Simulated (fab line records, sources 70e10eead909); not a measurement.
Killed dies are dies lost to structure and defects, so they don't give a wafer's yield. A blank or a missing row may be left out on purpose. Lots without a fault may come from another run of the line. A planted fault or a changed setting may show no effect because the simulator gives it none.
Chamber matching | flow nand_harc | NHARC_P_M0_DESCUM_14 on rie_diel-13: 4 sister chambers
The step chemistry O2, time 3 s. 4 wafers are shown with their chamber, then 12 later ones without.

WAFERS WITH THEIR CHAMBER
wafer  | chamber | showerhead_plenum_p_Torr (Torr)
L089.5 | 0       | 1.91
L088.1 | 1       | 1.91
L088.5 | 2       | 1.85
L088.6 | 3       | 2.04

WAFERS WITHOUT THEIR CHAMBER
wafer  | showerhead_plenum_p_Torr (Torr)
L091.1 | 1.90
L091.3 | 2.04
L091.4 | 1.85
L092.1 | 1.91
L092.2 | 2.04
L092.4 | 1.85
L093.2 | 2.04
L093.3 | 1.90
L093.4 | 1.91
L094.3 | 2.04
L094.5 | 1.85
L094.6 | 2.04

WHICH CHAMBER EACH WENT THROUGH
wafer  | from the rows above     | in truth
L091.1 | can't be placed: 0 or 1 | 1
L091.3 | 3                       | 3
L091.4 | 2                       | 2
L092.1 | can't be placed: 0 or 1 | 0
L092.2 | 3                       | 3
L092.4 | 2                       | 2
L093.2 | 3                       | 3
L093.3 | can't be placed: 0 or 1 | 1
L093.4 | can't be placed: 0 or 1 | 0
L094.3 | 3                       | 3
L094.5 | 2                       | 2
L094.6 | 3                       | 3
Placed correctly: 8 of 12. Can't be placed from these rows: 4 (the true chamber is among the candidates in 4). Placed wrongly: 0.
How it was worked out, from the rows above alone: a wafer's distance from a chamber is the root of the sum, over the readings, of the square of ((its reading less the chamber's mean) divided by the reading's scatter). The wafer belongs to the nearest chamber; if the next one is less than 2 further off, it can't be placed. A chamber's mean is the mean of its shown wafers. The scatter: with one shown wafer a chamber, the root of the mean of the squares of how far each hidden wafer lies from its nearest shown one.
